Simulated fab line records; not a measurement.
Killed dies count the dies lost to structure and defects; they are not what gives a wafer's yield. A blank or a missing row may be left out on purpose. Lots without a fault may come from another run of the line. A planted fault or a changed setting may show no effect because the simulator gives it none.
Which tool did it? ; flow n5Finfet ; 11 lots, 33 wafers sampled, at 1 step of a route of 1938

== WHAT THE GAUGES READ, wafer by wafer ==
N5_SD_EPI_P_CD_MEAS_09: target cd 240 nm.
lot;measured;on;cdNm (nm)
L075;day 3 12:25;cdSem-03;239.0 239.5 240.6
L077;day 4 00:58;cdSem-03;241.0 241.5 241.5
L079;day 4 12:38;cdSem-03;239.7 240.4 239.9
L081;day 5 01:49;cdSem-03;239.4 240.6 239.3
L084;day 6 00:22;cdSem-02;240.5 240.2 240.3
L086;day 6 09:01;cdSem-01;240.5 240.9 240.5
L087;day 6 18:01;cdSem-01;240.4 240.1 242.0
L091;day 7 18:23;cdSem-01;239.9 240.5 242.1
L093;day 8 07:25;cdSem-02;239.5 240.0 240.1
L095;day 8 15:34;cdSem-03;241.1 239.1 239.7
L097;day 9 02:50;cdSem-03;240.2 239.8 240.4

== EACH LOT AND THE TOOL THAT RAN IT (in order: tool; ch and the chambers of the sampled wafers; start) ==
Before these readings, the record contains no process step.

== THE ANSWER, worked out from the rows above alone ==
Rule: the usual values come from the lots themselves. Put in order of their means at a reading, lots are off if they are a third of the lots or fewer, leave a main group of 4 or more, and stand apart from it by a gap of 3 or more times the standard deviation of the main group's means; of several such gaps the widest counts. A main group whose means are all the same, to the digits that the tables above print for the reading, isn't used. Also off: a lot with no number at a reading for which 4 or more lots have one. All remaining lots with rows at the step are treated as sound.
None of the lots is off at any reading shown; this tells nothing.

== WHAT THE SIMULATOR PUT IN ==
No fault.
